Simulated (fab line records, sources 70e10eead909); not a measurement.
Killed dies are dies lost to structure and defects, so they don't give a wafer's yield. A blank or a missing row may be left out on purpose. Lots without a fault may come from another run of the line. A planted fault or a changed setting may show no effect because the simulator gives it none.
Tool commonality check | flow nand_harc | 10 lots, 36 wafers sampled

WHY IT WAS OPENED
At NHARC_A_CONTACT_INSPECT_71 the reading raw_defect_count is flagged on 2 of 10 lots. Wafers without a fault read 80, standard deviation 43.
Rule: a lot is flagged when every wafer of it that has a number lies more than 4 standard deviations from that mean, or none has a number. The other lots count as sound.

lot  | measured     | on                | raw_defect_count, wafer by wafer | flag
L114 | day 22 05:55 | defect_inspect-02 | 67 63 67                         |
L113 | day 22 09:02 | defect_inspect-01 | 15 23 23                         |
L117 | day 24 12:43 | defect_inspect-01 | 144 127 135                      |
L119 | day 24 22:55 | defect_inspect-02 | 779 799 817 782 804 804          | FLAGGED
L122 | day 26 00:16 | defect_inspect-02 | 799 729 717 794 720 703          | FLAGGED
L133 | day 29 18:35 | defect_inspect-02 | 145 121 130                      |
L132 | day 29 21:45 | defect_inspect-02 | 34 30 36                         |
L134 | day 31 05:05 | defect_inspect-01 | 108 112 101                      |
L135 | day 31 06:22 | defect_inspect-01 | 18 16 14                         |
L136 | day 31 14:47 | defect_inspect-02 | 54 55 56                         |
The numbers of the flagged lots are 771 on average: +691 against the usual, or +16 standard deviations.

WHICH TOOL RAN EACH LOT
The record holds 3 process steps before the reading, out of a route of 1302 steps. In each cell: the tool, then ch and the chambers that the sampled wafers went through, then the start.
lot  | flag    | NHARC_A_CONTACT_ETCH_96                       | NHARC_A_CONTACT_ETCH_102           | NHARC_A_CONTACT_DEP_58
L114 |         | rie_diel-06 ch 0,1,2, day 22 00:34 or earlier | rie_diel-06 ch 0,1, day 22 00:34   | pecvd-04 ch 0,2, day 22 05:05
L113 |         | rie_diel-06 ch 0,1,2, day 22 02:39 or earlier | rie_diel-06 ch 1,2,3, day 22 02:39 | pecvd-04 ch 0,1,2, day 22 08:22
L117 |         | rie_diel-01 ch 1,3, day 24 01:25              | rie_diel-06 ch 0,1,3, day 24 01:49 | pecvd-02 ch 1,2, day 24 11:53
L119 | FLAGGED | rie_diel-01 ch 1,2, day 24 15:51 or earlier   | rie_diel-06 ch 1,3, day 24 15:51   | pecvd-04 ch 1,2, day 24 22:04
L122 | FLAGGED | rie_diel-06 ch 0,1, day 25 19:20 or earlier   | rie_diel-06 ch 0,1, day 25 19:20   | pecvd-04 ch 1,2, day 25 23:32
L133 |         | rie_diel-01 ch 0,1,2, day 29 13:57 or earlier | rie_diel-06 ch 0,2,3, day 29 13:57 | pecvd-04 ch 0,2, day 29 17:55
L132 |         | rie_diel-06 ch 0,2, day 29 16:59 or earlier   | rie_diel-06 ch 0,3, day 29 16:59   | pecvd-04 ch 0,1, day 29 20:58
L134 |         | rie_diel-01 ch 0,1, day 30 23:31 or earlier   | rie_diel-01 ch 0,1, day 30 23:31   | pecvd-04 ch 1,2, day 31 04:14
L135 |         | rie_diel-06 ch 1,3, day 31 00:22 or earlier   | rie_diel-06 ch 0,2,3, day 31 00:22 | pecvd-04 ch 1,2, day 31 05:25
L136 |         | rie_diel-13 ch 0,1,3, day 31 10:10 or earlier | rie_diel-06 ch 0,3, day 31 10:10   | pecvd-04 ch 0,2, day 31 14:04
What these steps do:
- NHARC_A_CONTACT_ETCH_96: etches the open film in C4F6/O2, target depth 20 nm, time 10 s.
- NHARC_A_CONTACT_ETCH_102: etches the open film in CF4/O2, target depth 100 nm, overetch 10 nm, time 55 s.
- NHARC_A_CONTACT_DEP_58: deposits SiON, target thk 90 nm.
- NHARC_A_CONTACT_INSPECT_71

FLAGGED OVER TOTAL, TOOL BY TOOL (the gauges that took the reading come last)
step                       | tool              | lots run | flagged | share of the flagged lots | sound lots run after its first flagged lot
NHARC_A_CONTACT_ETCH_96    | rie_diel-01       | 4        | 1       | some                      | 2 (L133,L134)
NHARC_A_CONTACT_ETCH_96    | rie_diel-06       | 5        | 1       | some                      | 2 (L132,L135)
NHARC_A_CONTACT_ETCH_96    | rie_diel-13       | 1        | 0       | none                      | -
NHARC_A_CONTACT_ETCH_102   | rie_diel-01       | 1        | 0       | none                      | -
NHARC_A_CONTACT_ETCH_102   | rie_diel-06       | 9        | 2       | all                       | 4 (L133,L132,L135,L136)
NHARC_A_CONTACT_DEP_58     | pecvd-02          | 1        | 0       | none                      | -
NHARC_A_CONTACT_DEP_58     | pecvd-04          | 9        | 2       | all                       | 5 (L133,L132,L134,L135,L136)
NHARC_A_CONTACT_INSPECT_71 | defect_inspect-01 | 4        | 0       | none                      | -
NHARC_A_CONTACT_INSPECT_71 | defect_inspect-02 | 6        | 2       | all                       | 3 (L133,L132,L136)
NHARC_A_CONTACT_ETCH_96 gives no start for some lots, so the hours and the order of its lots are those of NHARC_A_CONTACT_ETCH_102.

WHAT THE TABLE ALLOWS
3 rows of the table ran every flagged lot: rie_diel-06 at NHARC_A_CONTACT_ETCH_102, pecvd-04 at NHARC_A_CONTACT_DEP_58, defect_inspect-02 at NHARC_A_CONTACT_INSPECT_71.
- rie_diel-06 at NHARC_A_CONTACT_ETCH_102: 2 of its 9 lots flagged. Sound lots ran on it after the first flagged one (L133, L132, L135, L136), which a lasting fault on the whole tool wouldn't allow.
- pecvd-04 at NHARC_A_CONTACT_DEP_58: 2 of its 9 lots flagged. Sound lots ran on it after the first flagged one (L133, L132, L134, L135, L136), which a lasting fault on the whole tool wouldn't allow.
- defect_inspect-02 at NHARC_A_CONTACT_INSPECT_71: 2 of its 6 lots flagged. Sound lots ran on it after the first flagged one (L133, L132, L136), which a lasting fault on the whole tool wouldn't allow.
No row of the table ran every flagged lot and no sound lot after the first.

WHAT THE SIMULATOR HAD PUT IN
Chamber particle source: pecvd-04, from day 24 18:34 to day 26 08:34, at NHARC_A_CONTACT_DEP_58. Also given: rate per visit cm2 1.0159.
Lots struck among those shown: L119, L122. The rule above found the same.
